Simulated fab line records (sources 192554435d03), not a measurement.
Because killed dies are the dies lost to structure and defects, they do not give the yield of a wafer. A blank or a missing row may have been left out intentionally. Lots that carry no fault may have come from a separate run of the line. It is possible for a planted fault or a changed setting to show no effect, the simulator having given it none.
Comparing a struck lot with a sound one ; flow n5Finfet ; 14 steps out of a route of 1938
Sound: the wafers L312.3, L312.5, L312.6. Struck: wafer L320.6 (left out: L320.4, L320.5 of the same lot, which were not struck); the cause appears at the end.
At each step with rows: each side's tool, then ch and its chambers, then its first start. Under that, the readings that differ: sound wafers ; struck wafers ; difference of the means ; sigmas: that difference in standard deviations of wafers without a fault.
alike: words and numbers the same on both sides, and readings whose means are apart by under 2 such deviations; not compared: readings that were withheld, readings missing a value for some wafer, numbers with overlapping values and no deviation given by the record, and bounds like >300 which may hide the same value.
Wherever a step has rows on one side only, a row that says differs or no value, or a row with sigmas, the two part there. Non-overlapping numbers with no deviation appear without sigmas and do not part them. Lack of a reading on every wafer of one side parts them only where that side has two or more wafers.

first, 1 step without rows for these wafers: N5_BEOL_M8_TRENCH_ETCH_37 (etches SiCOH lowk in C4F6/O2, target depth 93.478 nm, time 31.2 s).
N5_BEOL_M8_ETCH_41: etches SiCN in CH3F/O2, target depth 31.9 nm, time 57.8 s.
  sound: rieDiel-02 ch 2,3; struck: rieDiel-04 ch 0
  alike: biasW, chamberPressureMTorr, drypumpMotorCurrentA, oesProductAu, rfVppV, showerheadPlenumPTorr, throttleValvePct
  not compared: rfHoursCounterH
then, 1 step without rows for these wafers: N5_BEOL_M8_STRIP_80 (strips in N2/H2, time 10 s).
N5_BEOL_M8_OCD_MEAS_38:
  sound on ocd-02, day 10 16:05; struck on ocd-02, day 15 11:49
  alike: trenchDepthNm
then, 4 steps without rows for these wafers: N5_BEOL_M8_HM_STRIP_39 (strips TiN in peroxide tin strip, target depth 25 nm, time 158 s); N5_BEOL_M8_SRD_40 (time 30 s); N5_BEOL_M8_PRECLEAN_42 (cleans in residue remover, time 60 s); N5_BEOL_M8_SRD_43 (time 30 s).
N5_BEOL_M8_CD_MEAS_35 targets a cd of 40 nm.
  sound on cdSem-03, day 10 16:15; struck on cdSem-02, day 15 11:58
  alike: cdNm
N5_BEOL_M8_CURE_75: cures SiCOH lowk, time 120 s.
  sound on uvCure-02 ch 0, day 10 16:23; struck on uvCure-01 ch 0, day 15 12:10
  alike: lampPowerPct, wafer_temp_C_max
N5_BEOL_M8_DEGAS_44: time 60 s.
  sound on pvdSputter-02, day 10 16:37; struck on pvdSputter-02, day 15 12:28
  alike: heaterPowerW
N5_BEOL_M8_PRE_CLEAN_45: time 30 s.
  sound on pvdSputter-02, day 10 16:39; struck on pvdSputter-02, day 15 12:31
  alike: heaterPowerW
N5_BEOL_M8_ALD_77: deposits TaN, target thk 2 nm, pulse time 2 s, purge time 3 s.
  sound on aldMetal-02 ch 0,1, day 10 16:43; struck on aldMetal-03 ch 1, day 15 12:34
reading;sound;struck;difference;sigmas
susceptorTempC (C);274.76 274.61 274.97;281.96;+7.18;+38
  alike: heaterPowerW
N5_BEOL_M8_SURFACE_TREAT_79:
  sound on pvdSputter-02, day 10 17:00; struck on pvdSputter-03, day 15 12:55
  not compared: throttleValvePct

## WHERE THEY PART
N5_BEOL_M8_ALD_77 only, going by this record.

WHY: whatever the simulator had introduced
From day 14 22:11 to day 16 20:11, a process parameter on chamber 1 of aldMetal-03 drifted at N5_BEOL_M8_ALD_77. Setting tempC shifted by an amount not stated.
